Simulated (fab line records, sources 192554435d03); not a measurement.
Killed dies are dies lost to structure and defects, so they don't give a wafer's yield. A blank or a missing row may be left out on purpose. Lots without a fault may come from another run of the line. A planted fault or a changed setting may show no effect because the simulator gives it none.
Chamber matching | flow n5_finfet | N5_BEOL_M13_ETCH_59 on rie_diel-03: 4 sister chambers
The step etches BARC in N2/H2, target depth 89 nm, overetch 26.7 nm, time 67.9 s. 30 wafers are shown with their chamber, then 12 later ones without.

WAFERS WITH THEIR CHAMBER
wafer  | chamber | drypump_motor_current_A (A) | showerhead_plenum_p_Torr (Torr) | throttle_valve_pct (%)
L074.4 | 2       | 6.1                         | 2.43                            | 17.58
L074.5 | 2       | 6.2                         | 2.43                            | 17.57
L074.6 | 1       | 5.4                         | 2.45                            | 17.45
L076.1 | 2       | 6.2                         | 2.43                            | 17.57
L076.2 | 0       | 5.5                         | 2.53                            | 17.77
L076.5 | 1       | 5.4                         | 2.45                            | 17.46
L079.1 | 3       | 5.1                         | 2.66                            | 17.92
L079.2 | 1       | 5.4                         | 2.45                            | 17.47
L079.6 | 0       | 5.5                         | 2.53                            | 17.80
L077.1 | 2       | 6.1                         | 2.42                            | 17.60
L077.3 | 3       | 5.1                         | 2.66                            | 17.94
L077.5 | 3       | 5.1                         | 2.66                            | 17.94
L080.1 | 0       | 5.5                         | 2.53                            | 17.78
L080.3 | 3       | 5.1                         | 2.66                            | 17.93
L080.6 | 0       | 5.5                         | 2.53                            | 17.78
L084.1 | 1       | 5.4                         | 2.45                            | 17.48
L084.3 | 0       | 5.5                         | 2.52                            | 17.81
L084.6 | 2       | 6.1                         | 2.42                            | 17.61
L086.3 | 2       | 6.1                         | 2.42                            | 17.61
L086.4 | 3       | 5.1                         | 2.65                            | 17.96
L086.5 | 1       | 5.4                         | 2.44                            | 17.51
L087.3 | 2       | 6.1                         | 2.42                            | 17.61
L087.5 | 3       | 5.1                         | 2.65                            | 17.98
L087.6 | 2       | 6.1                         | 2.42                            | 17.62
L088.1 | 2       | 6.1                         | 2.41                            | 17.62
L088.2 | 3       | 5.1                         | 2.65                            | 17.95
L088.5 | 1       | 5.4                         | 2.44                            | 17.51
L089.1 | 0       | 5.5                         | 2.52                            | 17.81
L089.3 | 2       | 6.1                         | 2.41                            | 17.63
L089.4 | 1       | 5.4                         | 2.44                            | 17.51

SIGNATURES (means of the wafers above)
reading                  | chamber 0 | chamber 1 | chamber 2 | chamber 3 | scatter within a chamber
drypump_motor_current_A  | 5.500     | 5.400     | 6.120     | 5.100     | 0.0248
showerhead_plenum_p_Torr | 2.5267    | 2.4457    | 2.4210    | 2.6557    | 0.0061
throttle_valve_pct       | 17.7917   | 17.4843   | 17.6020   | 17.9457   | 0.0215
Rule: a wafer's distance from a chamber is the root of the sum, over the readings, of the square of ((its reading less the chamber's mean) divided by the reading's scatter). The wafer belongs to the nearest chamber; if the next one is less than 2 further off, it can't be placed. The scatter: the root of (the sum of the squares of (reading less its chamber's mean) over the shown wafers, divided by (wafers less chambers)).

WAFERS WITHOUT THEIR CHAMBER
wafer  | drypump_motor_current_A (A) | showerhead_plenum_p_Torr (Torr) | throttle_valve_pct (%)
L092.2 | 5.5                         | 2.52                            | 17.83
L092.5 | 5.1                         | 2.65                            | 17.98
L092.6 | 5.5                         | 2.52                            | 17.83
L095.2 | 5.4                         | 2.44                            | 17.50
L095.3 | 5.1                         | 2.65                            | 17.99
L095.5 | 5.1                         | 2.65                            | 17.98
L096.1 | 5.1                         | 2.64                            | 18.00
L096.3 | 5.5                         | 2.51                            | 17.83
L096.5 | 6.1                         | 2.41                            | 17.66
L097.1 | 6.1                         | 2.40                            | 17.69
L097.2 | 5.4                         | 2.43                            | 17.54
L097.3 | 5.5                         | 2.51                            | 17.87

WHICH CHAMBER EACH WENT THROUGH
wafer  | from the rows above | in truth
L092.2 | 0                   | 0
L092.5 | 3                   | 3
L092.6 | 0                   | 0
L095.2 | 1                   | 1
L095.3 | 3                   | 3
L095.5 | 3                   | 3
L096.1 | 3                   | 3
L096.3 | 0                   | 0
L096.5 | 2                   | 2
L097.1 | 2                   | 2
L097.2 | 1                   | 1
L097.3 | 0                   | 0
Placed correctly: 12 of 12. Can't be placed from these rows: 0. Placed wrongly: 0.
